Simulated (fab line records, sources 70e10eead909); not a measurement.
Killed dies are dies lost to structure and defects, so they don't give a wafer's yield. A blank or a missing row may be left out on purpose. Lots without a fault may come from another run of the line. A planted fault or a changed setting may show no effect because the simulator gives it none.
Chamber matching | flow nand_harc | NHARC_A_CHANNEL_FILL_D2_ALD_14 on ald_hk-03: 4 sister chambers
The step deposits SiO2, target thk 2.5 nm, pulse time 10 s, ald cycles 25. 8 wafers are shown with their chamber, then 7 later ones without.

WAFERS WITH THEIR CHAMBER
wafer  | chamber | heater_power_w (W) | precursor_pulse_height_rel
L076.3 | 2       | 529                | 1.003
L076.6 | 0       | 471                | 1.026
L078.3 | 2       | 541                | 0.978
L078.6 | 1       | 534                | 0.999
L083.5 | 0       | 485                | 0.968
L083.6 | 3       | 384                | 1.027
L086.3 | 1       | 549                | 1.031
L086.5 | 3       | 383                | 0.993

WAFERS WITHOUT THEIR CHAMBER
wafer  | heater_power_w (W) | precursor_pulse_height_rel
L086.6 | 492                | 1.005
L094.1 | 543                | 0.994
L094.2 | 497                | 0.985
L094.3 | 565                | 0.991
L095.1 | 527                | 1.007
L095.3 | 495                | 0.974
L095.4 | 387                | 0.996

WHICH CHAMBER EACH WENT THROUGH
wafer  | from the rows above     | in truth
L086.6 | 0                       | 0
L094.1 | can't be placed: 1 or 2 | 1
L094.2 | 0                       | 0
L094.3 | can't be placed: 1 or 2 | 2
L095.1 | can't be placed: 2 or 1 | 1
L095.3 | 0                       | 0
L095.4 | 3                       | 3
Placed correctly: 4 of 7. Can't be placed from these rows: 3 (the true chamber is among the candidates in 3). Placed wrongly: 0.
How it was worked out, from the rows above alone: a wafer's distance from a chamber is the root of the sum, over the readings, of the square of ((its reading less the chamber's mean) divided by the reading's scatter). The wafer belongs to the nearest chamber; if the next one is less than 2 further off, it can't be placed. A chamber's mean is the mean of its shown wafers. The scatter: the root of (the sum of the squares of (reading less its chamber's mean) over the shown wafers, divided by (wafers less chambers)).
